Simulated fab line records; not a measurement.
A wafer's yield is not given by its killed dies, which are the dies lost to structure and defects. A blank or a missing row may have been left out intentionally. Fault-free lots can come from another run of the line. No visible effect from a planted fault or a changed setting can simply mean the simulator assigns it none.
fab line records ; flow n5Finfet
[record] lots = 6; wafers = 17; lastDay = 17
route steps=1938 shown BEOL_M2@879 BEOL_M4@1111 PASSIVATION@1936
lots with no fault: from the same line, run without faults
startH: the number of hours between the record's first day and the start of the first shown wafer of the lot ; waitH: time in hours since the lot's previous step ; " the same as in the row above ; L1.1+2: a row that stands for several wafers ; - no value present, or no start provided ; * or withheld: withheld ; < > ~ a bound
route shown NAME@n: names a module that has steps shown in the file, with the first one's number in the route ; usual: mean/standard deviation of fault-free wafers ; same: alike in all rows ; chamber/n: place in a boat ; sites: per-site readings ; _std_site: the values' standard deviation ; _edge_site: mean of outer sites minus mean of inner sites ; radiusMm: for every site, how far away it sits from the centre of the wafer ; mask NAME#n: copy n ; behind: the most recent tool/chamber to have shaped the wafer ; hold: reason for holding the lot/hours on hold/outcome of the hold ; device: whichever transistor did not switch (one of n, p or np) ; end of line: at the end of the route, the tests of the same wafers ; a step given without rows: its recipe and nothing more ; killed: dies that structure and defects cost at the first sort, which is not the same as the wafer's yield ; map: a wafer's dies, marking killed ones x, the rest . and places with no die _
set.NAME: setting as actually run; set.NAME@STEP: the setting as run at that earlier step ; model.NAME: the simulator's own value behind a step, which no gauge read
lots at selected steps of the route; one table per step, one row per wafer
services: the hour from which a tool's chamber was out of use, counted from the record's first day as startH (under 0 if before that day), plus the number of hours and why
[[steps]]
[step N5_BEOL_M2_DESCUM_33]
[recipe] chemistry = O2; timeS = 7; sourcePowerW = 50; biasPowerW = 20; pressureMtorr = 20; rfFrequencyHz = 2.712e+07; tempC = 40; resist = CAR-EUV; o2FlowSccm = 225
[usual] drypumpMotorCurrentA = 5.6/0.6; oesProductAu = 0.81/0.087; rfVppV = 243.3/1.4; showerheadPlenumPTorr = 2.10/0.073; throttleValvePct = 20.39/0.27
lot.wafer;tool;chamber;startH;waitH;drypumpMotorCurrentA;oesProductAu;rfHoursCounterH;rfVppV;showerheadPlenumPTorr;throttleValvePct
L327.2;rieDiel-04;3;151.33;0.0;6.2;0.76;166;244.6;2.18;20.66
L327.3;rieDiel-04;2;151.33;0.0;4.9;0.68;234;240.8;1.97;20.46
L327.5;rieDiel-04;1;151.33;0.0;6.3;0.96;-;243.4;2.13;19.89
L328.1;rieDiel-03;2;153.93;0.0;5.1;0.86;51;241.6;2.06;20.60
L328.3;rieDiel-03;3;153.93;0.0;5.1;0.88;23;242.1;2.04;20.08
L328.5;rieDiel-03;2;153.93;0.0;5.1;0.85;-;240.9;2.06;20.60
L338.3;rieDiel-03;3;203.31;0.2;5.1;0.87;40;242.5;2.03;20.12
L338.6;rieDiel-03;0;203.31;0.2;5.7;0.94;-;245.2;2.23;20.33
L339.4;rieDiel-05;1;209.68;0.0;5.5;0.72;194;244.1;2.14;20.53
L339.5;rieDiel-05;1;209.68;0.0;5.5;0.72;-;243.9;2.14;20.55
L339.6;rieDiel-05;0;209.68;0.0;5.1;0.85;-;244.7;2.11;20.11
L342.2;rieDiel-05;2;237.80;0.0;6.6;0.83;75;243.0;2.11;20.19
L342.4;rieDiel-05;1;237.80;0.0;5.5;0.72;205;244.4;2.14;20.55
L342.5;rieDiel-05;3;237.80;0.0;5.7;0.82;-;241.5;2.04;20.27
L345.1;rieDiel-04;3;258.72;0.0;6.2;0.73;206;244.9;2.17;20.71
L345.4;rieDiel-04;0;258.72;0.0;6.2;0.70;218;244.2;2.07;20.82
L345.6;rieDiel-04;0;258.72;0.0;6.2;0.70;-;241.6;2.07;20.83
[step N5_BEOL_M2_ETCH_77]
[recipe] chemistry = N2/H2; target = underlayer; targetDepthA = 65; maskMaterial = CAR-EUV; timeS = 5.2; ionEnergyEv = 200; pressureMtorr = 30; sourceW = 840; biasW = 150; n2FlowSccm = 200; h2FlowSccm = 200; ends = cleared
[step N5_BEOL_M2_ETCH_69]
[recipe] chemistry = CF4; target = SiARC; targetDepthA = 156; maskMaterial = CAR-EUV; timeS = 26; ionEnergyEv = 80; pressureMtorr = 40; sourceW = 545; biasW = 36; Ar_flow_sccm = 100; cf4FlowSccm = 100; ends = cleared
[usual] cf4FlowSccm = 100.04/0.29; drypumpMotorCurrentA = 5.6/0.6; etchRfOnTimeS = 25.8/0.53; oesProductAu = 0.69/0.073; rfVppV = 184.3/1.2; showerheadPlenumPTorr = 2.16/0.071; throttleValvePct = 15.63/0.28
lot.wafer;tool;chamber;startH;waitH;cf4FlowSccm;drypumpMotorCurrentA;etchRfOnTimeS;oesProductAu;rfHoursCounterH;rfVppV;showerheadPlenumPTorr;throttleValvePct
L327.2;rieDiel-04;3;151.38;0.0;100.44;6.2;26.0;0.65;166;185.2;2.23;15.87
L327.3;rieDiel-04;2;151.38;0.0;100.11;4.9;26.6;0.58;234;182.1;2.05;15.82
L327.5;rieDiel-04;1;151.38;0.0;99.97;6.3;25.6;0.82;-;184.9;2.20;15.15
L328.1;rieDiel-03;2;153.98;0.0;100.03;5.1;24.9;0.74;51;184.0;2.09;15.53
L328.3;rieDiel-03;3;153.98;0.0;99.78;5.1;26.1;0.76;23;182.7;2.11;15.34
L328.5;rieDiel-03;2;153.98;0.0;99.70;5.1;25.0;0.73;-;183.6;2.09;15.53
L338.3;rieDiel-03;3;203.36;0.0;100.14;5.1;26.2;0.74;40;184.5;2.10;15.38
L338.6;rieDiel-03;0;203.36;0.0;99.69;5.7;25.8;0.80;-;185.5;2.28;15.48
L339.4;rieDiel-05;1;209.73;0.0;100.21;5.5;25.7;0.62;194;185.3;2.22;15.93
L339.5;rieDiel-05;1;209.73;0.0;100.03;5.5;25.9;0.62;-;183.9;2.22;15.94
L339.6;rieDiel-05;0;209.73;0.0;100.49;5.1;25.8;0.73;-;185.4;2.18;15.44
L342.2;rieDiel-05;2;237.85;0.0;100.11;6.6;25.3;0.70;75;185.1;2.16;15.41
L342.4;rieDiel-05;1;237.85;0.0;100.38;5.5;26.5;0.61;205;184.6;2.22;15.95
L342.5;rieDiel-05;3;237.85;0.0;99.64;5.7;25.8;0.70;-;184.1;2.08;15.43
L345.1;rieDiel-04;3;258.77;0.0;100.28;6.2;26.3;0.63;206;185.4;2.22;15.96
L345.4;rieDiel-04;0;258.77;0.0;100.60;6.2;25.9;0.60;218;184.0;2.13;16.04
L345.6;rieDiel-04;0;258.77;0.0;100.19;6.2;26.2;0.61;-;183.7;2.13;16.04
[step N5_BEOL_M2_ALD_98]
[recipe] material = SiO2; targetThkA = 25; tempC = 100; aldPrecursorFamily = BDEAS; aldCoReactant = O2-plasma; pulseTimeS = 1; coReactantPulseTimeS = 1; purgeTimeS = 2; coReactantPurgeTimeS = 2; aldCycles = 17; pressureTorr = 2
[step N5_BEOL_M2_ETCHBACK_99]
[recipe] chemistry = CHF3; target = SiO2; targetDepthA = 50; timeS = 10.4; sourceW = 215; biasW = 47; Ar_flow_sccm = 200; CHF3_flow_sccm = 12; ionEnergyEv = 100; pressureMtorr = 30
[step N5_BEOL_M2_ETCH_70]
[recipe] chemistry = N2/H2; target = SOC; targetDepthA = 800; overetchA = 240; maskMaterial = SiARC; tempC = 40; timeS = 130; ionEnergyEv = 200; pressureMtorr = 30; sourceW = 840; biasW = 150; n2FlowSccm = 200; h2FlowSccm = 200
[usual] drypumpMotorCurrentA = 5.5/0.6; n2FlowSccm = 199.9/0.65; oesProductAu = 0.60/0.049; rfVppV = 524.3/2.5; showerheadPlenumPTorr = 2.56/0.088; throttleValvePct = 17.82/0.27
lot.wafer;tool;chamber;startH;waitH;drypumpMotorCurrentA;n2FlowSccm;oesProductAu;rfHoursCounterH;rfVppV;showerheadPlenumPTorr;throttleValvePct
L327.2;rieDiel-03;3;165.68;0.0;5.1;200.1;0.65;26;522.3;2.48;17.47
L327.3;rieDiel-03;2;165.68;0.0;5.1;200.8;0.61;56;520.8;2.50;17.98
L327.5;rieDiel-03;3;165.68;0.0;5.1;199.0;0.65;-;521.5;2.48;17.48
L328.1;rieDiel-04;1;165.77;0.0;6.3;200.6;0.68;8;526.4;2.61;17.34
L328.3;rieDiel-04;3;165.77;0.0;6.2;200.2;0.56;172;526.6;2.64;18.03
L328.5;rieDiel-04;0;165.77;0.0;6.2;200.0;0.54;-;523.2;2.52;18.14
L338.3;rieDiel-03;1;226.08;0.0;4.7;199.8;0.59;74;521.8;2.47;18.14
L338.6;rieDiel-03;3;226.08;0.0;5.1;200.1;0.63;-;522.3;2.47;17.53
L339.4;rieDiel-03;0;232.27;0.0;5.7;200.1;0.66;24;528.2;2.71;17.74
L339.5;rieDiel-03;0;232.27;0.0;5.7;199.5;0.67;-;527.3;2.71;17.75
L339.6;rieDiel-03;3;232.27;0.0;5.1;199.0;0.63;-;522.1;2.47;17.53
L342.2;rieDiel-05;2;245.91;0.0;6.6;200.5;0.59;78;525.7;2.57;17.63
L342.4;rieDiel-05;3;245.91;0.0;5.7;199.6;0.59;80;523.2;2.47;17.61
L342.5;rieDiel-05;2;245.91;0.0;6.6;200.1;0.59;-;524.0;2.57;17.62
L345.1;rieDiel-04;2;264.88;0.0;4.9;199.3;0.68;16;529.5;2.69;17.37
L345.4;rieDiel-04;0;264.88;0.0;6.2;198.7;0.52;220;523.3;2.51;18.20
L345.6;rieDiel-04;2;264.88;0.0;4.9;199.6;0.68;-;527.6;2.69;17.38
[step N5_BEOL_M2_STRIP_71]
[recipe] chemistry = N2/H2; tempC = 40; n2FlowSccm = 200; h2FlowSccm = 200; rfFrequencyHz = 6e+07
[step N5_BEOL_M2_STRIP_78]
[recipe] chemistry = N2/H2; tempC = 40; n2FlowSccm = 200; h2FlowSccm = 200; rfFrequencyHz = 6e+07
[step N5_BEOL_M2_VIA_ETCH_34]
[recipe] chemistry = C4F6/O2; targetDepthA = 694; maskMaterial = SOC; pressureMtorr = 15; ionEnergyEv = 250; taperDeg = 4; timeS = 65.9; sourceW = 350; biasW = 170; Ar_flow_sccm = 300; C4F6_flow_sccm = 10; O2_flow_sccm = 10
[step N5_BEOL_M2_STRIP_83]
[recipe] chemistry = C4F6/O2; resist = SiARC; rfFrequencyHz = 6e+07
[step N5_BEOL_M2_STRIP_36]
[recipe] chemistry = N2/H2; powerW = 450; tempC = 40; pressureMtorr = 20; rfFrequencyHz = 6e+07; overashFraction = 0.3; biasPowerW = 7; h2Frac = 0.5; n2FlowSccm = 200; h2FlowSccm = 200
[usual] drypumpMotorCurrentA = 5.5/0.6; n2FlowSccm = 200.0/0.55; oesProductAu = 0.82/0.073; rfVppV = 59.3/1.5; showerheadPlenumPTorr = 2.56/0.088; throttleValvePct = 23.7/0.34
lot.wafer;tool;chamber;startH;waitH;drypumpMotorCurrentA;n2FlowSccm;oesProductAu;rfHoursCounterH;rfVppV;showerheadPlenumPTorr;throttleValvePct
L327.2;rieDiel-03;3;165.85;0.0;5.1;199.3;0.87;26;58.4;2.47;23.3
L327.3;rieDiel-03;2;165.85;0.0;5.1;200.4;0.85;56;56.3;2.49;24.0
L327.5;rieDiel-03;3;165.85;0.0;5.1;200.3;0.88;-;60.1;2.47;23.3
L328.1;rieDiel-04;1;165.94;0.0;6.3;200.3;0.93;9;61.1;2.61;23.1
L328.3;rieDiel-04;3;165.94;0.0;6.2;200.4;0.76;172;60.1;2.64;23.8
L328.5;rieDiel-04;0;165.94;0.0;6.2;199.7;0.74;-;61.0;2.52;24.0
L338.3;rieDiel-03;1;226.25;0.0;4.7;199.8;0.83;74;60.8;2.47;24.2
L338.6;rieDiel-03;3;226.25;0.0;5.1;200.3;0.85;-;59.0;2.46;23.3
L339.4;rieDiel-03;0;232.44;0.0;5.7;200.3;0.93;24;62.3;2.71;23.6
L339.5;rieDiel-03;0;232.44;0.0;5.7;200.3;0.90;-;59.1;2.71;23.6
L339.6;rieDiel-03;3;232.44;0.0;5.1;200.4;0.85;-;58.1;2.46;23.4
L342.2;rieDiel-05;2;246.08;0.0;6.6;199.1;0.82;78;57.5;2.57;23.5
L342.4;rieDiel-05;3;246.08;0.0;5.7;200.5;0.82;80;58.0;2.46;23.4
L342.5;rieDiel-05;2;246.08;0.0;6.6;199.2;0.81;-;59.0;2.57;23.5
L345.1;rieDiel-04;2;265.05;0.0;4.9;199.5;0.95;16;60.0;2.69;23.1
L345.4;rieDiel-04;0;265.05;0.0;6.1;200.6;0.71;220;60.6;2.50;24.0
L345.6;rieDiel-04;2;265.05;0.0;4.9;199.7;0.96;-;58.6;2.69;23.1
[step N5_BEOL_M2_TRENCH_ETCH_37]
[recipe] chemistry = C4F6/O2; targetDepthA = 555.55; target = SiOC; timeS = 29.2; ionEnergyEv = 250; pressureMtorr = 30; sourceW = 355; biasW = 185; Ar_flow_sccm = 300; C4F6_flow_sccm = 10; O2_flow_sccm = 10
[usual] drypumpMotorCurrentA = 5.5/0.6; oesProductAu = 0.82/0.075; rfVppV = 664/13; showerheadPlenumPTorr = 2.87/0.093; throttleValvePct = 20.89/0.26
lot.wafer;tool;chamber;startH;waitH;drypumpMotorCurrentA;oesProductAu;rfHoursCounterH;rfVppV;showerheadPlenumPTorr;throttleValvePct
L327.2;rieDiel-03;3;-;-;5.1;0.89;26;686;2.80;20.63
L327.3;rieDiel-03;2;-;-;5.1;0.86;56;672;2.80;21.03
L327.5;rieDiel-03;3;-;-;5.1;0.89;-;684;2.80;20.64
L328.1;rieDiel-04;1;-;-;6.2;0.95;9;668;2.94;20.59
L328.3;rieDiel-04;3;-;-;6.1;0.75;172;652;2.96;21.10
L328.5;rieDiel-04;0;-;-;6.2;0.73;-;647;2.86;21.31
L338.3;rieDiel-03;1;-;-;4.7;0.83;74;681;2.78;21.13
L338.6;rieDiel-03;3;-;-;5.1;0.86;-;685;2.79;20.66
L339.4;rieDiel-03;0;-;-;5.7;0.91;24;648;3.02;20.80
L339.5;rieDiel-03;0;-;-;5.7;0.92;-;645;3.02;20.80
L339.6;rieDiel-03;3;-;-;5.1;0.85;-;685;2.79;20.67
L342.2;rieDiel-05;2;-;-;6.6;0.82;78;670;2.87;20.64
L342.4;rieDiel-05;3;-;-;5.7;0.82;80;657;2.74;20.54
L342.5;rieDiel-05;2;-;-;6.6;0.82;-;670;2.87;20.64
L345.1;rieDiel-04;2;-;-;4.9;0.94;16;661;3.04;20.70
L345.4;rieDiel-04;0;-;-;6.2;0.70;220;647;2.84;21.34
L345.6;rieDiel-04;2;-;-;4.9;0.94;-;660;3.04;20.71
[step N5_BEOL_M2_ETCH_41]
[recipe] chemistry = CH3F/O2; target = SiCN; targetDepthA = 299; taperDeg = 2; timeS = 52.5; ionEnergyEv = 120; maskMaterial = TiN; pressureMtorr = 30; sourceW = 395; biasW = 75; Ar_flow_sccm = 150; CH3F_flow_sccm = 30; O2_flow_sccm = 20
[usual] drypumpMotorCurrentA = 5.5/0.6; oesProductAu = 0.82/0.073; rfVppV = 297.6/1.6; showerheadPlenumPTorr = 2.02/0.068; throttleValvePct = 16.31/0.25
lot.wafer;tool;chamber;startH;waitH;drypumpMotorCurrentA;oesProductAu;rfHoursCounterH;rfVppV;showerheadPlenumPTorr;throttleValvePct;model.etch.depthNm
L327.2;rieDiel-03;3;165.92;-;5.1;0.89;26;298.7;1.96;16.07;19.95
L327.3;rieDiel-03;2;165.92;-;5.1;0.86;56;296.7;1.97;16.40;20.68
L327.5;rieDiel-03;3;165.92;-;5.1;0.88;-;296.3;1.96;16.07;19.96
L328.1;rieDiel-04;1;166.01;-;6.4;0.93;9;298.6;2.06;15.93;20.2
L328.3;rieDiel-04;3;166.01;-;6.2;0.74;172;299.5;2.08;16.55;19.24
L328.5;rieDiel-04;0;166.01;-;6.2;0.72;-;297.1;2.00;16.71;19.63
L338.3;rieDiel-03;1;226.32;-;4.7;0.74;74;296.0;1.95;16.48;16.69
L338.6;rieDiel-03;3;226.32;-;5.1;0.85;-;295.9;1.96;16.08;20.03
L339.4;rieDiel-03;0;232.51;-;5.7;0.81;24;299.2;2.13;16.21;16.31
L339.5;rieDiel-03;0;232.51;-;5.7;0.90;-;299.1;2.13;16.22;19.79
L339.6;rieDiel-03;3;232.51;-;5.1;0.84;-;295.5;1.96;16.11;19.75
L342.2;rieDiel-05;2;246.15;-;6.6;0.82;78;298.2;2.02;16.11;20.55
L342.4;rieDiel-05;3;246.15;-;5.7;0.81;80;295.3;1.93;16.06;20.04
L342.5;rieDiel-05;2;246.15;-;6.6;0.82;-;296.8;2.02;16.12;20.4
L345.1;rieDiel-04;2;265.12;-;4.9;0.94;16;297.8;2.14;16.09;20.66
L345.4;rieDiel-04;0;265.12;-;6.2;0.70;220;296.0;1.99;16.77;19.52
L345.6;rieDiel-04;2;265.12;-;4.9;0.94;-;299.2;2.14;16.09;20.56
[step N5_BEOL_M2_STRIP_97]
[recipe] chemistry = N2/H2; timeS = 10; powerW = 450; tempC = 40; pressureMtorr = 20; rfFrequencyHz = 6e+07; biasPowerW = 7; n2FlowSccm = 200; h2FlowSccm = 200
[step N5_BEOL_M4_RC_MEAS_101]
[usual] DIBL_N = 36.4/1.9; DIBL_P = 35.8/2.1; IOFF_N = 0.158/0.029; IOFF_P = 0.21/0.035; ION_N = 676/14; ION_P = 465/9.7; SS_N = 71.5/0.66; SS_P = 73.4/0.7; VT_N = 249.8/3; VT_P = -250/3.3
lot.wafer;tool;chamber;startH;waitH;DIBL_N[mV/V];DIBL_P[mV/V];IOFF_N[nA/um];IOFF_P[nA/um];ION_N[uA/um];ION_P[uA/um];SS_N[mV/dec];SS_P[mV/dec];VT_N[mV];VT_P[mV]
L327.2;prober-01;0;202.49;0.2;34.0;33.6;0.122;0.17;668;463;71.0;72.9;252.3;-255
L327.3;prober-01;0;202.49;0.2;38.1;38.1;0.196;0.23;694;476;72.3;74.1;247.4;-248
L327.5;prober-01;0;202.49;0.2;33.9;33.5;0.116;0.16;650;448;70.2;72.4;253.3;-254
L328.1;prober-01;0;203.26;0.6;35.9;36.1;0.160;0.23;696;482;72.1;74.1;249.9;-249
L328.3;prober-01;0;203.26;0.6;34.3;34.8;0.131;0.21;666;467;71.0;72.7;250.9;-248
L328.5;prober-01;0;203.26;0.6;33.9;34.5;0.126;0.20;665;464;71.8;73.0;252.8;-251
L338.3;prober-01;0;261.73;0.3;40.6;38.5;0.198;0.29;683;471;72.2;74.6;246.2;-243
L338.6;prober-01;0;261.73;0.3;38.2;35.6;0.163;0.23;692;475;70.8;73.0;246.3;-249
L339.4;prober-02;0;277.38;0.5;35.3;34.5;0.131;0.16;649;447;70.8;72.5;250.8;-253
L339.5;prober-02;0;277.38;0.5;34.2;33.2;0.114;0.14;667;451;70.3;72.1;252.9;-254
L339.6;prober-02;0;277.38;0.5;39.3;40.4;0.196;0.23;667;460;72.1;74.7;249.1;-250
L342.2;prober-02;0;282.90;0.2;35.9;34.9;0.151;0.19;669;455;72.1;73.4;251.3;-253
L342.4;prober-02;0;282.90;0.2;36.2;34.9;0.159;0.19;688;460;71.7;73.7;248.0;-254
L342.5;prober-02;0;282.90;0.2;38.4;37.4;0.201;0.23;692;465;72.4;73.8;245.1;-250
L345.1;prober-02;0;306.39;0.1;34.4;32.6;0.121;0.17;648;446;72.0;72.4;253.5;-252
L345.4;prober-02;0;306.39;0.1;34.6;32.4;0.133;0.16;664;452;70.5;72.7;250.4;-252
L345.6;prober-02;0;306.39;0.1;35.9;34.5;0.149;0.20;658;456;70.4;73.0;249.9;-251
[step N5_PASSIVATION_PROBE_49]
[usual] defectLimitedYield = 91.3/1.3; killed_at_M0_to_M3 = 34/9.1; killed_at_M4_up = 14/5.6; killedAtContacts = 13/5.9; killedAtFrontEnd = 39/11; killedAtOther = 3.6/3; killedDies = 102/16; killedOpen = 68/12; killedShort = 33/7.3; sort_bin_5_function = 5.2/0.89; sort_bin_6_memory = 3.2/0.68; sort_bin_8_speed = 0.00/0.027; sortNPass = 1078/16; sortYieldPct = 91.3/1.3
[same] grossDies = 1180; killedAtBackSide = 0; sort_bin_4_leakage[%] = 0
lot.wafer;tool;chamber;startH;waitH;defectLimitedYield[%];killed_at_M0_to_M3;killed_at_M4_up;killedAtContacts;killedAtFrontEnd;killedAtOther;killedDies;killedOpen;killedShort;sort_bin_5_function[%];sort_bin_6_memory[%];sort_bin_8_speed[%];sortNPass;sortYieldPct[%]
L328.1;prober-02;-;304.18;0.0;90.3;35;7;31;39;2;114;79;32;6.1;3.3;0;1066;90.3
L328.3;prober-02;-;304.28;0.1;88.6;44;27;26;36;2;135;93;40;6.8;4.2;0;1045;88.6
L328.5;prober-02;-;304.38;0.2;90.8;44;11;11;40;3;109;76;31;5.2;3.6;0;1071;90.8
L327.2;prober-02;-;309.29;0.1;92.3;30;11;16;28;6;91;54;36;4.3;3.2;0;1089;92.3
L327.3;prober-02;-;309.34;0.1;92.8;29;11;6;33;6;85;46;34;3.7;2.9;0;1095;92.8
L327.5;prober-02;-;309.44;0.2;90.8;44;10;21;22;12;109;71;38;5.3;3.7;0;1071;90.8
L338.3;prober-01;-;368.42;0.1;89.8;29;21;7;62;1;120;82;36;6.1;4.0;0;1060;89.8
L338.6;prober-01;-;368.57;0.3;90.5;26;32;6;41;7;112;71;40;4.8;4.0;0;1068;90.5
L339.4;prober-02;-;381.15;0.2;91.9;33;12;7;39;4;95;67;27;4.5;3.5;0;1085;91.9
L339.5;prober-02;-;381.20;0.2;92.1;37;22;6;23;5;93;66;27;4.7;2.7;0;1087;92.1
L339.6;prober-02;-;381.25;0.3;92.0;28;11;8;43;4;94;56;37;4.9;2.5;0;1086;92.0
// killed by level:class
L328.1 MOL_CONTACT_COAG:geometricParticle:open=25 BEOL_M0_SAQP:geometricParticle:open=9 BEOL_M3:geometricParticle:open=8 STI_FIN_REVEAL:geometricParticle:open=6 GATE_CUT:geometricParticle:short=6 MOL_CONTACT_COAG:geometricParticle:short=6 BEOL_M0_SAQP:geometricParticle:short=6 FIN_SAQP:geometricParticle:open=5
L328.3 MOL_CONTACT_COAG:geometricParticle:open=22 BEOL_M0_SAQP:geometricParticle:short=14 BEOL_M4:geometricParticle:open=14 BEOL_M3:geometricParticle:open=9 BEOL_M0_SAQP:geometricParticle:open=8 STI_FIN_REVEAL:geometricParticle:open=6 BEOL_M5:geometricParticle:open=6 STARTING-WAFER:geometricParticle:open=5
L328.5 BEOL_M2:geometricParticle:open=11 STI_FIN_REVEAL:geometricParticle:open=10 MOL_CONTACT_COAG:geometricParticle:open=9 FIN_SAQP:geometricParticle:open=8 BEOL_M1:geometricParticle:open=8 STARTING-WAFER:geometricParticle:short=7 BEOL_M0_SAQP:geometricParticle:open=6 BEOL_M3:geometricParticle:open=6
L327.2 MOL_CONTACT_COAG:geometricParticle:open=9 FIN_SAQP:geometricParticle:open=8 BEOL_M2:geometricParticle:open=8 FIN_SAQP:geometricParticle:short=7 MOL_CONTACT_COAG:geometricParticle:short=7 GATE_CUT:geometricParticle:short=5 BEOL_M3:geometricParticle:open=5 BEOL_M0_SAQP:geometricParticle:short=4
L327.3 BEOL_M0_SAQP:geometricParticle:short=10 STARTING-WAFER:geometricParticle:open=8 FIN_SAQP:geometricParticle:short=7 BEOL_M0_SAQP:geometricParticle:open=7 BEOL_M2:geometricParticle:open=6 MOL_CONTACT_COAG:geometricParticle:open=4 BEOL_M4:geometricParticle:open=4 FIN_SAQP:geometricParticle:open=3
L327.5 MOL_CONTACT_COAG:geometricParticle:open=15 BEOL_M0_SAQP:geometricParticle:open=12 BEOL_M0_SAQP:geometricParticle:short=9 BEOL_M1:geometricParticle:open=8 GATE_CUT:geometricParticle:short=6 MOL_CONTACT_COAG:geometricParticle:short=6 BEOL_M2:geometricParticle:open=6 FIN_SAQP:geometricParticle:open=5
L338.3 FIN_SAQP:geometricParticle:open=27 FIN_SAQP:geometricParticle:short=16 BEOL_M4:geometricParticle:open=15 BEOL_M2:geometricParticle:open=8 DUMMY_GATE:geometricParticle:open=6 MOL_CONTACT_COAG:geometricParticle:open=5 BEOL_M0_SAQP:geometricParticle:short=5 BEOL_M0_SAQP:geometricParticle:open=4
L338.6 BEOL_M4:geometricParticle:open=19 FIN_SAQP:geometricParticle:short=15 FIN_SAQP:geometricParticle:open=12 BEOL_M0_SAQP:geometricParticle:open=8 BEOL_M0_SAQP:geometricParticle:short=8 BEOL_M5:geometricParticle:open=5 MOL_CONTACT_COAG:geometricParticle:open=5 STARTING-WAFER:geometricParticle:open=5
L339.4 STI_FIN_REVEAL:geometricParticle:open=14 BEOL_M2:geometricParticle:open=12 BEOL_M3:geometricParticle:open=7 MOL_CONTACT_COAG:geometricParticle:open=7 BEOL_M4:geometricParticle:open=6 BEOL_M3:geometricParticle:short=4 STI_FIN_REVEAL:geometricParticle:short=3 FIN_SAQP:geometricParticle:short=3
L339.5 BEOL_M4:geometricParticle:open=16 BEOL_M3:geometricParticle:open=8 FIN_SAQP:geometricParticle:open=7 BEOL_M2:geometricParticle:open=7 BEOL_M0_SAQP:geometricParticle:open=6 BEOL_M0:geometricParticle:open=6 FIN_SAQP:geometricParticle:short=5 GATE_CUT:geometricParticle:open=4
L339.6 FIN_SAQP:geometricParticle:short=13 BEOL_M2:geometricParticle:open=8 STI_FIN_REVEAL:geometricParticle:open=7 BEOL_M3:geometricParticle:open=7 MOL_CONTACT_COAG:geometricParticle:open=6 DUMMY_GATE:geometricParticle:open=6 BEOL_M4:geometricParticle:open=5 FIN_SAQP:geometricParticle:open=4
[[services]]
tool;chamber;startH;hours;kind
rieDiel-03;0;134.87;-;clean
rieDiel-03;0;134.87;-;consumableReplace:focusRing
rieDiel-03;0;134.87;-;consumableReplace:showerhead
rieDiel-03;0;134.87;27.9;scheduledDown
rieDiel-03;0;134.87;27.9;ventCycle
rieDiel-04;0;147.84;10.7;repair
rieDiel-04;2;196.02;-;clean
rieDiel-04;2;196.02;-;consumableReplace:focusRing
rieDiel-04;2;196.02;-;consumableReplace:showerhead
rieDiel-04;2;196.02;23.0;scheduledDown
rieDiel-04;2;196.02;23.0;ventCycle
rieDiel-04;2;224.75;4.2;repair
rieDiel-04;1;232.41;6.1;repair
[[key]]
firstSign none at tools or gauges
[modelEffect] step = N5_BEOL_M2_ETCH_41; value = etch.depthNm; without = 20.18; struck = 16.5
metAt N5_BEOL_M2_ETCH_41
struckWafers L338.3,L339.4
onsetBetween 165.92 226.32
[fault] kind = processParameterDrift; tool = rieDiel-03; chamber = -; onsetH = 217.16; steps = N5_BEOL_M2_ETCH_41; channel = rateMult; offset = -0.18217; shape = step; endH = 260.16; scope = struckWafersOnly
